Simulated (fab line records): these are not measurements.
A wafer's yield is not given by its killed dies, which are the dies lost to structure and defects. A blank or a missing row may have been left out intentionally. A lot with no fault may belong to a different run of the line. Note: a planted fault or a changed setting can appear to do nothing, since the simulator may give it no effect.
fab line records    flow n5-finfet
record: lots: 7  wafers: 21
route steps=1938 shown ZERO_LAYER@4 PMOS_HMC_CHANNEL_EPI@62 FIN_SAQP@94
start-h: hours from the record's opening day to when the first of the lot's shown wafers began    wait-h: hours elapsed since this lot's preceding step    " the same as in the row above    L1.1+2: one row covering several wafers at once    - value missing, or start not given    * or withheld: withheld    < > ~ a bound
route shown NAME@n: NAME is a module with steps in the file, n the number in the route of the first one    usual: average and standard deviation across the fault-free wafers    same: alike in all rows    chamber/n: place in a boat    sites: per-site readings    _std_site: the standard deviation of these    _edge_site: inner sites' mean taken away from outer sites' mean    radius-mm: how far each site lies from the wafer's centre    mask NAME#n: copy n    behind: the most recent tool/chamber to have shaped the wafer    hold: the reason the lot was held/the length of the hold in hours/how it ended    device: whichever transistor did not switch (one of n, p or np)    end of line: the tests these same wafers got at the end of their route    a step with no rows: only its recipe    killed: at the first sort, the dies lost to defects and structure; wafer yield is something else    map: a wafer's dies, x killed, . not, _ none there
set.NAME: setting as actually run; set.NAME@STEP: the setting as run at that earlier step    model.NAME: the simulator's own value behind a step, which no gauge read
one table per step and one row per wafer, for lots whose settings were changed on purpose
== steps ==
step: N5_ZERO_LAYER_PECVD_02
recipe: material: SiO2  target-thk-a: 100  temp-c: 400  precursor: SiH4/N2O  pressure-torr: 0.75  rf-w: 275  time-s: 6
lot.wafer  tool      chamber  start-h  wait-h  set.time-s  model.SiO2_of_ZERO_LAYER_PECVD_02.thk-nm
L074.4     pecvd-01  1        12.31    0.1     6           10.08
L074.5     "         0        "        "       6.79        11.45
L074.6     "         2        "        "       6.79        11.38
L076.1     pecvd-03  1        24.29    0.0     6           10
L076.2     "         0        "        "       6           9.635
L076.6     "         0        "        "       6           9.882
L080.1     pecvd-02  1        48.30    0.0     6           9.852
L080.2     "         0        "        "       6           10.09
L080.5     "         1        "        "       6           10.05
L084.2     pecvd-01  0        72.28    0.0     6           9.616
L084.3     "         1        "        "       6           9.692
L084.6     "         0        "        "       6           9.948
L088.1     pecvd-02  0        96.28    0.0     6           10.09
L088.2     "         1        "        "       6           9.81
L088.5     "         0        "        "       6.665       11.28
L093.1     pecvd-03  0        126.28   0.0     6           9.912
L093.3     "         1        "        "       6.661       10.91
L093.6     "         1        "        "       6           10.12
L097.1     pecvd-01  2        150.28   0.0     6           9.667
L097.2     "         1        "        "       6           9.837
L097.6     "         2        "        "       6           9.849
step: N5_ZERO_LAYER_COAT_05
recipe: spin-rpm: 1500  resist-thk-nm: 1000
lot.wafer  tool            chamber  start-h  wait-h  set.spin-rpm  model.coat_of_ZERO_LAYER_COAT_05.thk-nm
L074.4     litho-track-03  0        -        -       1500          998
L074.5     "               0        "        "       1500          999.5
L074.6     "               0        "        "       1500          997.8
L076.1     litho-track-03  0        -        -       1608          969.7
L076.2     "               0        "        "       1500          1006
L076.6     "               0        "        "       1608          969.9
L080.1     litho-track-05  0        -        -       1628          962.7
L080.2     "               0        "        "       1500          1004
L080.5     "               0        "        "       1500          1005
L084.2     litho-track-05  0        -        -       1500          1003
L084.3     "               0        "        "       1500          1002
L084.6     "               0        "        "       1500          1001
L088.1     litho-track-03  0        -        -       1500          999.3
L088.2     "               0        "        "       1500          1000
L088.5     "               0        "        "       1500          999.7
L093.1     litho-track-03  0        -        -       1500          998.2
L093.3     "               0        "        "       1500          998.7
L093.6     "               0        "        "       1500          1001
L097.1     litho-track-05  0        -        -       1500          1001
L097.2     "               0        "        "       1500          1002
L097.6     "               0        "        "       1500          999.4
step: N5_ZERO_LAYER_EBR_07
recipe: solvent: PGMEA  ebr-width-mm: 1.5
step: N5_ZERO_LAYER_SOFTBAKE_06
recipe: temp-c: 100  time-s: 90
step: N5_ZERO_LAYER_DESCUM_16
recipe: chemistry: O2  time-s: 7.9  source-power-w: 50  bias-power-w: 20  pressure-mtorr: 20  rf-frequency-hz: 2.712e+07  temp-c: 40  o2-flow-sccm: 225
step: N5_ZERO_LAYER_ETCH_17
recipe: chemistry: CF4  target: SiO2  target-depth-a: 120  time-s: 13.3  ion-energy-ev: 350  pressure-mtorr: 40  source-w: 450  bias-w: 215  Ar_flow_sccm: 100  cf4-flow-sccm: 100
step: N5_ZERO_LAYER_ETCH_18
recipe: chemistry: HBr/Cl2  target: Si  target-depth-a: 1200  time-s: 40  pressure-mtorr: 10  icp-w: 800  bias-w: 75  HBr_flow_sccm: 150  Cl2_flow_sccm: 80
lot.wafer  tool       chamber  start-h  wait-h  set.spin-rpm@ZERO_LAYER_COAT_05  model.coat_of_ZERO_LAYER_COAT_05.thk-nm
L074.4     rie-si-06  1        12.91    0.0     1500                             930.7
L074.5     "          1        "        "       1500                             931.5
L074.6     "          0        "        "       1500                             928.5
L076.1     rie-si-01  2        24.79    0.0     1608                             900.1
L076.2     "          3        "        "       1500                             937.8
L076.6     "          3        "        "       1608                             901.3
L080.1     rie-si-06  2        48.83    0.0     1628                             893.2
L080.2     "          0        "        "       1500                             934.6
L080.5     "          1        "        "       1500                             937.9
L084.2     rie-si-01  2        72.80    0.1     1500                             933.3
L084.3     "          3        "        "       1500                             933.7
L084.6     "          0        "        "       1500                             931.7
L088.1     rie-si-06  2        96.79    0.0     1500                             930.5
L088.2     "          1        "        "       1500                             931.7
L088.5     "          2        "        "       1500                             931.1
L093.1     rie-si-01  0        126.85   0.1     1500                             928.3
L093.3     "          2        "        "       1500                             928.9
L093.6     "          0        "        "       1500                             932
L097.1     rie-si-06  2        153.89   0.0     1500                             931.8
L097.2     "          1        "        "       1500                             934.4
L097.6     "          1        "        "       1500                             930.9
step: N5_ZERO_LAYER_STRIP_24
recipe: chemistry: O2  power-w: 1000  temp-c: 250  overash-fraction: 0.3  pressure-mtorr: 1000  o2-flow-sccm: 6750
usual: strip-time-to-endpoint-s: 43.89/0.099
lot.wafer  tool             chamber  start-h  wait-h  set.spin-rpm@ZERO_LAYER_COAT_05  strip-time-to-endpoint-s
L074.4     plasma-asher-02  0        13.06    0.1     1500                             43.85
L074.5     "                1        "        "       1500                             43.88
L074.6     "                0        "        "       1500                             43.79
L076.1     plasma-asher-02  0        24.89    0.1     1608                             42.95
L076.2     "                1        "        "       1500                             44.07
L076.6     "                1        "        "       1608                             42.99
L080.1     plasma-asher-01  1        48.93    0.1     1628                             42.73
L080.2     "                0        "        "       1500                             43.97
L080.5     "                0        "        "       1500                             44.08
L084.2     plasma-asher-01  1        72.90    0.1     1500                             43.93
L084.3     "                1        "        "       1500                             43.94
L084.6     "                0        "        "       1500                             43.88
L088.1     plasma-asher-02  0        96.94    0.1     1500                             43.86
L088.2     "                1        "        "       1500                             43.89
L088.5     "                0        "        "       1500                             43.87
L093.1     plasma-asher-01  1        126.96   0.1     1500                             43.79
L093.3     "                0        "        "       1500                             43.79
L093.6     "                0        "        "       1500                             43.90
L097.1     plasma-asher-02  1        154.00   0.1     1500                             43.88
L097.2     "                0        "        "       1500                             43.97
L097.6     "                0        "        "       1500                             43.87
step: N5_PMOS_HMC_CHANNEL_EPI_EXPOSE_06
recipe: mask-id: PMOS_HMC_BLK  na: 1.35  source-shape: conventional  sigma-outer: 0.8  polarization: unpolarized  target-cd-nm: 240  dose-mj: 41
lot.wafer   tool             chamber  start-h  wait-h  mask            set.dose-mj
L074.4+5    arfi-scanner-01  0        16.88    -       PMOS_HMC_BLK#0  39
L074.6      "                0        "        "       PMOS_HMC_BLK#0  41
L076.1+2+6  arfi-scanner-03  0        29.56    -       PMOS_HMC_BLK#0  41
L080.1+2+5  arfi-scanner-03  0        52.80    -       PMOS_HMC_BLK#0  41
L084.2+3+6  arfi-scanner-03  0        76.79    -       PMOS_HMC_BLK#0  41
L088.1      arfi-scanner-01  0        102.77   -       PMOS_HMC_BLK#0  41
L088.2+5    "                0        "        "       PMOS_HMC_BLK#0  38.72
L093.1      arfi-scanner-01  0        131.25   -       PMOS_HMC_BLK#0  38.74
L093.3+6    "                0        "        "       PMOS_HMC_BLK#0  41
L097.1+6    arfi-scanner-03  0        157.85   -       PMOS_HMC_BLK#0  41.77
L097.2      "                0        "        "       PMOS_HMC_BLK#0  41
step: N5_PMOS_HMC_CHANNEL_EPI_DEVELOP_08
recipe: develop-time-s: 30  developer: TMAH  resist: CAR-ArF-block  dev-temp-c: 23  rinse-liquid: diw  dry: air-spin
lot.wafer   tool            chamber  start-h  wait-h  set.develop-time-s
L074.4+5    litho-track-04  0        -        -       30
L074.6      "               0        "        "       28
L076.1      litho-track-05  0        -        -       27
L076.2+6    "               0        "        "       30
L080.1+2    litho-track-04  0        -        -       25.37
L080.5      "               0        "        "       30
L084.2+3+6  litho-track-01  0        -        -       30
L088.1+2+5  litho-track-01  0        -        -       30
L093.1+3+6  litho-track-05  0        -        -       30
L097.1+6    litho-track-04  0        -        -       24.75
L097.2      "               0        "        "       30
step: N5_PMOS_HMC_CHANNEL_EPI_CD_MEAS_09
recipe: target-cd-nm: 237.4  landing-energy-ev: 500  detector: se-inlens
usual: cd-nm: 236.9/1.1
lot.wafer  tool       chamber  start-h  wait-h  set.dose-mj@PMOS_HMC_CHANNEL_EPI_EXPOSE_06  cd-nm
L074.4     cd-sem-03  0        16.99    -       39                                          230.8
L074.5     "          0        "        "       39                                          229.8
L074.6     "          0        "        "       41                                          233.7
L076.1     cd-sem-03  0        29.68    -       41                                          237.2
L076.2     "          0        "        "       41                                          239.0
L076.6     "          0        "        "       41                                          238.1
L080.1     cd-sem-02  0        52.93    -       41                                          237.3
L080.2     "          0        "        "       41                                          237.5
L080.5     "          0        "        "       41                                          236.8
L084.2     cd-sem-01  0        76.91    -       41                                          238.8
L084.3     "          0        "        "       41                                          237.7
L084.6     "          0        "        "       41                                          237.2
L088.1     cd-sem-02  0        102.89   -       41                                          239.0
L088.2     "          0        "        "       38.72                                       232.3
L088.5     "          0        "        "       38.72                                       232.3
L093.1     cd-sem-01  0        131.37   -       38.74                                       231.9
L093.3     "          0        "        "       41                                          237.7
L093.6     "          0        "        "       41                                          235.6
L097.1     cd-sem-03  0        157.98   -       41.77                                       238.5
L097.2     "          0        "        "       41                                          237.3
L097.6     "          0        "        "       41.77                                       237.5
step: N5_PMOS_HMC_CHANNEL_EPI_DESCUM_14
recipe: chemistry: O2  time-s: 7.9  source-power-w: 50  bias-power-w: 20  pressure-mtorr: 20  rf-frequency-hz: 2.712e+07  temp-c: 40  resist: CAR-ArF-block  o2-flow-sccm: 225
lot.wafer  tool         chamber  start-h  wait-h  set.dose-mj@PMOS_HMC_CHANNEL_EPI_EXPOSE_06  model.PMOS_HMC_CHANNEL_EPI.cd-nm
L074.4     rie-diel-02  2        17.18    0.1     39                                          230.6
L074.5     "            2        "        "       39                                          229.8
L074.6     "            1        "        "       41                                          234
L076.1     rie-diel-02  0        29.77    0.0     41                                          237.2
L076.2     "            1        "        "       41                                          239.1
L076.6     "            3        "        "       41                                          238.3
L080.1+2   rie-diel-02  1,3      53.02    0.0     41                                          237.3
L080.5     "            1        "        "       41                                          236.7
L084.2     rie-diel-02  3        77.61    0.6     41                                          238.4
L084.3     "            0        "        "       41                                          237.8
L084.6     "            3        "        "       41                                          237.1
L088.1     rie-diel-04  1        102.98   0.0     41                                          238.7
L088.2     "            3        "        "       38.72                                       232.5
L088.5     "            3        "        "       38.72                                       232.3
L093.1     rie-diel-04  0        131.53   0.1     38.74                                       232
L093.3     "            1        "        "       41                                          237.4
L093.6     "            1        "        "       41                                          235.8
L097.1     rie-diel-04  1        158.14   0.1     41.77                                       238.4
L097.2     "            3        "        "       41                                          237.4
L097.6     "            3        "        "       41.77                                       237.5
step: N5_PMOS_HMC_CHANNEL_EPI_ETCH_32
recipe: chemistry: N2/H2  target: BARC  stop-on: SiO2  target-depth-a: 858  over-etch-frac: 0.3  time-s: 50.3  ion-energy-ev: 200  mask-material: CAR-ArF-block  pressure-mtorr: 30  source-w: 840  bias-w: 150  n2-flow-sccm: 200  h2-flow-sccm: 200
lot.wafer  tool         chamber  start-h  wait-h  set.dose-mj@PMOS_HMC_CHANNEL_EPI_EXPOSE_06  model.PMOS_HMC_CHANNEL_EPI.cd-nm
L074.4     rie-diel-02  2        17.22    0.0     39                                          232.9
L074.5     "            2        "        "       39                                          232.5
L074.6     "            1        "        "       41                                          236.5
L076.1     rie-diel-02  0        29.81    0.0     41                                          239.8
L076.2     "            1        "        "       41                                          240.9
L076.6     "            3        "        "       41                                          239.4
L080.1     rie-diel-02  1        53.07    0.0     41                                          240.3
L080.2     "            3        "        "       41                                          240.1
L080.5     "            1        "        "       41                                          239.5
L084.2+3   rie-diel-02  3,0      77.64    0.0     41                                          240.6
L084.6     "            3        "        "       41                                          239.2
L088.1     rie-diel-04  1        103.01   0.0     41                                          240.8
L088.2     "            3        "        "       38.72                                       234.9
L088.5     "            3        "        "       38.72                                       234.3
L093.1     rie-diel-04  0        131.57   0.0     38.74                                       234.7
L093.3     "            1        "        "       41                                          240.1
L093.6     "            1        "        "       41                                          238.6
L097.1     rie-diel-04  1        158.18   0.0     41.77                                       240.7
L097.2     "            3        "        "       41                                          239.4
L097.6     "            3        "        "       41.77                                       240
step: N5_PMOS_HMC_CHANNEL_EPI_HM_OPEN_15
recipe: chemistry: CHF3/O2  target: SiO2  mask-material: CAR-ArF-block  target-depth-a: 406  CHF3_flow_sccm: 50  O2_flow_sccm: 5  Ar_flow_sccm: 200  time-s: 20.3  pressure-mtorr: 30  source-w: 650  bias-w: 170  ion-energy-ev: 200
lot.wafer  tool         chamber  start-h  wait-h  set.dose-mj@PMOS_HMC_CHANNEL_EPI_EXPOSE_06  model.PMOS_HMC_CHANNEL_EPI.cd-nm
L074.4     rie-diel-02  2        17.26    0.0     39                                          233
L074.5     "            2        "        "       39                                          232.6
L074.6     "            1        "        "       41                                          236.6
L076.1     rie-diel-02  0        29.85    0.0     41                                          239.9
L076.2     "            1        "        "       41                                          240.9
L076.6     "            3        "        "       41                                          239.3
L080.1     rie-diel-02  1        53.13    0.0     41                                          240.3
L080.2     "            3        "        "       41                                          240.1
L080.5     "            1        "        "       41                                          239.6
L084.2     rie-diel-02  3        77.68    0.0     41                                          240.5
L084.3     "            0        "        "       41                                          240.7
L084.6     "            3        "        "       41                                          239.1
L088.1     rie-diel-04  1        103.06   0.0     41                                          240.7
L088.2     "            3        "        "       38.72                                       234.8
L088.5     "            3        "        "       38.72                                       234.2
L093.1     rie-diel-04  0        131.61   0.0     38.74                                       234.5
L093.3     "            1        "        "       41                                          240
L093.6     "            1        "        "       41                                          238.5
L097.1     rie-diel-04  1        158.22   0.0     41.77                                       240.7
L097.2     "            3        "        "       41                                          239.4
L097.6     "            3        "        "       41.77                                       240
step: N5_PMOS_HMC_CHANNEL_EPI_STRIP_33
recipe: chemistry: N2/H2  power-w: 500  temp-c: 40  pressure-mtorr: 50  rf-frequency-hz: 6e+07  overash-fraction: 0.3  bias-power-w: 8  h2-frac: 0.5  n2-flow-sccm: 300  h2-flow-sccm: 300
step: N5_PMOS_HMC_CHANNEL_EPI_STRIP_17
recipe: chemistry: SPM  time-s: 750  temp-c: 130  h2so4-h2o2-vol-ratio: 4  dry: ipa-marangoni
step: N5_PMOS_HMC_CHANNEL_EPI_ETCH_38
recipe: chemistry: CF4  target: SiO2  target-depth-a: 15  ion-energy-ev: 350  pressure-mtorr: 10  icp-w: 800  bias-w: 400  cf4-flow-sccm: 80
lot.wafer  tool       chamber  start-h  wait-h  set.dose-mj@PMOS_HMC_CHANNEL_EPI_EXPOSE_06  model.PMOS_HMC_CHANNEL_EPI.cd-nm
L074.4     rie-si-03  3        17.62    0.0     39                                          233
L074.5     "          1        "        "       39                                          232.7
L074.6     "          0        "        "       41                                          236.7
L076.1     rie-si-02  3        30.23    0.0     41                                          240
L076.2     "          2        "        "       41                                          240.9
L076.6     "          2        "        "       41                                          239.2
L080.1     rie-si-03  2        53.56    0.0     41                                          240.3
L080.2     "          0        "        "       41                                          240
L080.5     "          2        "        "       41                                          239.6
L084.2     rie-si-02  1        78.07    0.0     41                                          240.6
L084.3     "          3        "        "       41                                          240.8
L084.6     "          0        "        "       41                                          239.1
L088.1     rie-si-03  3        103.41   0.0     41                                          240.8
L088.2     "          0        "        "       38.72                                       234.8
L088.5     "          2        "        "       38.72                                       234.2
L093.1     rie-si-02  0        131.97   0.0     38.74                                       234.4
L093.3     "          2        "        "       41                                          240
L093.6     "          2        "        "       41                                          238.4
L097.1     rie-si-03  1        158.58   0.0     41.77                                       240.7
L097.2     "          3        "        "       41                                          239.4
L097.6     "          1        "        "       41.77                                       240.1
step: N5_FIN_SAQP_ALD_61
recipe: material: SiO2  target-thk-a: 40  temp-c: 300  ald-precursor-family: BDEAS  ald-co-reactant: O2-plasma  pulse-time-s: 1  purge-time-s: 2  co-reactant-purge-time-s: 2  ald-cycles: 43  pressure-torr: 2
lot.wafer  tool        chamber  start-h  wait-h  set.ald-cycles  model.SiO2_of_FIN_SAQP_ALD_61.thk-nm
L074.4     ald-sin-02  3        20.05    0.0     43              3.975
L074.5     "           1        "        "       43              3.995
L074.6     "           2        "        "       43              3.992
L076.1     ald-sin-01  2        32.67    0.0     41              3.793
L076.2     "           3        "        "       41              3.78
L076.6     "           0        "        "       41              3.809
L080.1     ald-sin-02  2        56.67    0.7     36              3.339
L080.2     "           1        "        "       36              3.368
L080.5     "           3        "        "       43              3.985
L084.2     ald-sin-02  0        80.56    0.0     43              4.02
L084.3     "           2        "        "       43              4.002
L084.6     "           2        "        "       43              3.998
L088.1     ald-sin-01  2        106.34   0.0     43              3.975
L088.2     "           1        "        "       43              3.977
L088.5     "           0        "        "       43              3.983
L093.1     ald-sin-02  3        134.54   0.2     43              3.988
L093.3+6   "           0,2      "        "       49              4.55
L097.1     ald-sin-01  0        161.51   0.0     45              4.188
L097.2     "           1        "        "       45              4.179
L097.6     "           1        "        "       43              3.986
step: N5_FIN_SAQP_HM_DEP_03
recipe: material: SiNx  target-thk-a: 380  temp-c: 400  precursor: SiH4/NH3/N2  pressure-torr: 1.5  rf-w: 300  time-s: 33.6
lot.wafer  tool      chamber  start-h  wait-h  set.time-s  model.SiNx_of_FIN_SAQP_HM_DEP_03.thk-nm
L074.4     pecvd-04  0        20.49    0.1     33.6        38.23
L074.5     "         1        "        "       33.6        38.72
L074.6     "         2        "        "       33.6        38.42
L076.1     pecvd-03  0        33.10    0.2     33.6        37.37
L076.2     "         1        "        "       33.6        36.82
L076.6     "         1        "        "       30.29       34
L080.1     pecvd-04  1        57.29    0.2     33.6        38.14
L080.2     "         0        "        "       29.71       34.02
L080.5     "         0        "        "       29.71       34.37
L084.2+3   pecvd-04  0,1      81.05    0.2     33.6        37.28
L084.6     "         1        "        "       33.6        38.36
L088.1     pecvd-03  0        106.76   0.2     33.6        36.65
L088.2     "         2        "        "       33.6        37.3
L088.5     "         2        "        "       33.6        37.61
L093.1     pecvd-01  1        135.16   0.2     33.6        37.73
L093.3     "         2        "        "       33.6        37.79
L093.6     "         2        "        "       33.6        37.95
L097.1     pecvd-03  0        161.94   0.2     30.25       33.56
L097.2     "         2        "        "       33.6        37.54
L097.6     "         1        "        "       30.25       33.82
step: N5_FIN_SAQP_THK_MEAS_05
usual: thk-nm: 37.9/0.53
lot.wafer  tool           chamber  start-h  wait-h  set.time-s@FIN_SAQP_HM_DEP_03  thk-nm
L074.4     film-metro-01  -        20.55    0.0     33.6                           38.3
L074.5     "              -        "        "       33.6                           38.7
L074.6     "              -        "        "       33.6                           38.5
L076.1     film-metro-01  -        33.18    0.1     33.6                           37.4
L076.2     "              -        "        "       33.6                           36.8
L076.6     "              -        "        "       30.29                          34.0
L080.1     film-metro-02  -        57.38    0.1     33.6                           38.1
L080.2     "              -        "        "       29.71                          34.0
L080.5     "              -        "        "       29.71                          34.4
L084.2     film-metro-02  -        81.13    0.1     33.6                           37.3
L084.3     "              -        "        "       33.6                           37.3
L084.6     "              -        "        "       33.6                           38.4
L088.1     film-metro-01  -        106.86   0.1     33.6                           36.7
L088.2     "              -        "        "       33.6                           37.3
L088.5     "              -        "        "       33.6                           37.6
L093.1     film-metro-01  -        135.28   0.1     33.6                           37.7
L093.3     "              -        "        "       33.6                           37.8
L093.6     "              -        "        "       33.6                           38.0
L097.1     film-metro-02  -        162.03   0.1     30.25                          33.5
L097.2     "              -        "        "       33.6                           37.5
L097.6     "              -        "        "       30.25                          33.9
step: N5_FIN_SAQP_PECVD_47
recipe: material: a-Si  target-thk-a: 450  temp-c: 400  precursor: SiH4/He  pressure-torr: 3  rf-w: 100  time-s: 36.3
step: N5_FIN_SAQP_PECVD_48
recipe: material: SiNx  target-thk-a: 250  temp-c: 400  precursor: SiH4/NH3/N2  pressure-torr: 1.5  rf-w: 300  time-s: 22.1
step: N5_FIN_SAQP_SPACER2_ALD_28
recipe: material: SiO2  target-thk-a: 81  temp-c: 300  ald-precursor-family: BDEAS  ald-co-reactant: O2-plasma  pulse-time-s: 1  purge-time-s: 2  co-reactant-purge-time-s: 2  pressure-torr: 2
step: N5_FIN_SAQP_SPACER2_ETCHBACK_29
recipe: chemistry: CHF3/O2  mode: anisotropic-etchback  target: SiO2  target-depth-a: 122  time-s: 6.1  pressure-mtorr: 30  source-w: 650  bias-w: 170  Ar_flow_sccm: 200  CHF3_flow_sccm: 50  O2_flow_sccm: 5  ion-energy-ev: 200
step: N5_FIN_SAQP_MANDREL2_REMOVE_60
recipe: chemistry: HBr/Cl2/O2  bt-time-s: 10  target: a-Si  stop-on: SiNx  endpoint: OES-SiCl  over-etch-frac: 1  icp-w: 600  bias-w: 22  HBr_flow_sccm: 150  Cl2_flow_sccm: 80  O2_flow_sccm: 5  pressure-mtorr: 10
lot.wafer  tool       chamber  start-h  wait-h  set.time-s@FIN_SAQP_HM_DEP_03  model.SiNx_of_FIN_SAQP_HM_DEP_03.thk-nm
L074.4     rie-si-04  3        26.06    0.0     33.6                           37.4
L074.5     "          1        "        "       33.6                           38
L074.6     "          2        "        "       33.6                           37.8
L076.1     rie-si-01  2        38.08    0.1     33.6                           36.8
L076.2     "          1        "        "       33.6                           36
L076.6     "          2        "        "       30.29                          33
L080.1     rie-si-04  0        61.72    0.1     33.6                           37.4
L080.2     "          1        "        "       29.71                          33.2
L080.5     "          2        "        "       29.71                          33.8
L084.2+3   rie-si-01  3,0      85.73    0.1     33.6                           36.6
L084.6     "          0        "        "       33.6                           37.8
L088.1     rie-si-01  1        111.06   0.1     33.6                           36
L088.2     "          0        "        "       33.6                           36.6
L088.5     "          0        "        "       33.6                           36.8
L093.1+3   rie-si-06  0,2      139.79   0.1     33.6                           37
L093.6     "          1        "        "       33.6                           37.2
L097.1     rie-si-04  3        166.53   0.1     30.25                          33
L097.2     "          1        "        "       33.6                           37
L097.6     "          2        "        "       30.25                          33.2
step: N5_FIN_SAQP_HM_OPEN_33
recipe: chemistry: CH3F/O2  target: SiNx  mask-material: SiO2  target-depth-a: 494  time-s: 70.6  pressure-mtorr: 30  source-w: 395  bias-w: 73  Ar_flow_sccm: 150  CH3F_flow_sccm: 30  O2_flow_sccm: 20  ion-energy-ev: 120  ends: cleared
usual: etch-rf-on-time-s: 68.9/1.5
lot.wafer  tool         chamber  start-h  wait-h  set.time-s@FIN_SAQP_HM_DEP_03  etch-rf-on-time-s  model.etch.depth-nm
L074.4     rie-diel-01  0        26.25    0.1     33.6                           69.1               37.32
L074.5     "            3        "        "       33.6                           69.5               38.02
L074.6     "            2        "        "       33.6                           69.4               37.71
L076.1     rie-diel-01  0        38.24    0.0     33.6                           67.1               36.75
L076.2     "            3        "        "       33.6                           64.7               35.92
L076.6     "            2        "        "       30.29                          60.3               33.1
L080.1     rie-diel-03  2        61.88    0.0     33.6                           70.3               37.44
L080.2     "            1        "        "       29.71                          62.0               33.12
L080.5     "            0        "        "       29.71                          61.8               33.74
L084.2     rie-diel-01  0        86.03    0.2     33.6                           66.8               36.53
L084.3     "            1        "        "       33.6                           66.4               36.65
L084.6     "            3        "        "       33.6                           68.5               37.74
L088.1     rie-diel-03  0        111.22   0.0     33.6                           66.8               36.02
L088.2     "            2        "        "       33.6                           69.4               36.55
L088.5     "            2        "        "       33.6                           70.5               36.87
L093.1     rie-diel-01  1        139.96   0.0     33.6                           68.3               37.07
L093.3     "            3        "        "       33.6                           67.3               36.97
L093.6     "            1        "        "       33.6                           67.7               37.29
L097.1     rie-diel-03  0        166.69   0.0     30.25                          60.3               32.93
L097.2     "            2        "        "       33.6                           69.8               36.91
L097.6     "            1        "        "       30.25                          62.0               33.16
== key ==
split: step: N5_ZERO_LAYER_PECVD_02  setting: time-s  stated: 6  by: wafer
response: step: N5_ZERO_LAYER_PECVD_02  reading: model.SiO2_of_ZERO_LAYER_PECVD_02.thk-nm  change: +0.101  per: 1%  r: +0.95
split: step: N5_ZERO_LAYER_COAT_05  setting: spin-rpm  stated: 1500  by: wafer
response: step: N5_ZERO_LAYER_COAT_05  reading: model.coat_of_ZERO_LAYER_COAT_05.thk-nm  change: -4.98  per: 1%  r: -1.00
response: step: N5_ZERO_LAYER_ETCH_18  reading: model.coat_of_ZERO_LAYER_COAT_05.thk-nm  change: -5.1  per: 1%  r: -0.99
response: step: N5_ZERO_LAYER_STRIP_24  reading: strip-time-to-endpoint-s  change: *  per: 1%  r: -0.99
split: step: N5_PMOS_HMC_CHANNEL_EPI_EXPOSE_06  setting: dose-mj  stated: 41  by: wafer
response: step: N5_PMOS_HMC_CHANNEL_EPI_CD_MEAS_09  reading: cd-nm  change: +0.923  per: 1%  r: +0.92
response: step: N5_PMOS_HMC_CHANNEL_EPI_DESCUM_14  reading: model.PMOS_HMC_CHANNEL_EPI.cd-nm  change: +0.901  per: 1%  r: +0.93
response: step: N5_PMOS_HMC_CHANNEL_EPI_ETCH_32  reading: model.PMOS_HMC_CHANNEL_EPI.cd-nm  change: +0.913  per: 1%  r: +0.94
response: step: N5_PMOS_HMC_CHANNEL_EPI_HM_OPEN_15  reading: model.PMOS_HMC_CHANNEL_EPI.cd-nm  change: +0.916  per: 1%  r: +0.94
response: step: N5_PMOS_HMC_CHANNEL_EPI_ETCH_38  reading: model.PMOS_HMC_CHANNEL_EPI.cd-nm  change: +0.927  per: 1%  r: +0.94
split: step: N5_PMOS_HMC_CHANNEL_EPI_DEVELOP_08  setting: develop-time-s  stated: 30  by: wafer
response none clear
split: step: N5_FIN_SAQP_ALD_61  setting: ald-cycles  stated: 43  by: wafer
response: step: N5_FIN_SAQP_ALD_61  reading: model.SiO2_of_FIN_SAQP_ALD_61.thk-nm  change: +0.0395  per: 1%  r: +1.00
split: step: N5_FIN_SAQP_HM_DEP_03  setting: time-s  stated: 33.6  by: wafer
response: step: N5_FIN_SAQP_HM_DEP_03  reading: model.SiNx_of_FIN_SAQP_HM_DEP_03.thk-nm  change: +0.346  per: 1%  r: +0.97
response: step: N5_FIN_SAQP_THK_MEAS_05  reading: thk-nm  change: *  per: 1%  r: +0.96
response: step: N5_FIN_SAQP_MANDREL2_REMOVE_60  reading: model.SiNx_of_FIN_SAQP_HM_DEP_03.thk-nm  change: +0.356  per: 1%  r: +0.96
response: step: N5_FIN_SAQP_HM_OPEN_33  reading: etch-rf-on-time-s  change: *  per: 1%  r: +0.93
response: step: N5_FIN_SAQP_HM_OPEN_33  reading: model.etch.depth-nm  change: +0.354  per: 1%  r: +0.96
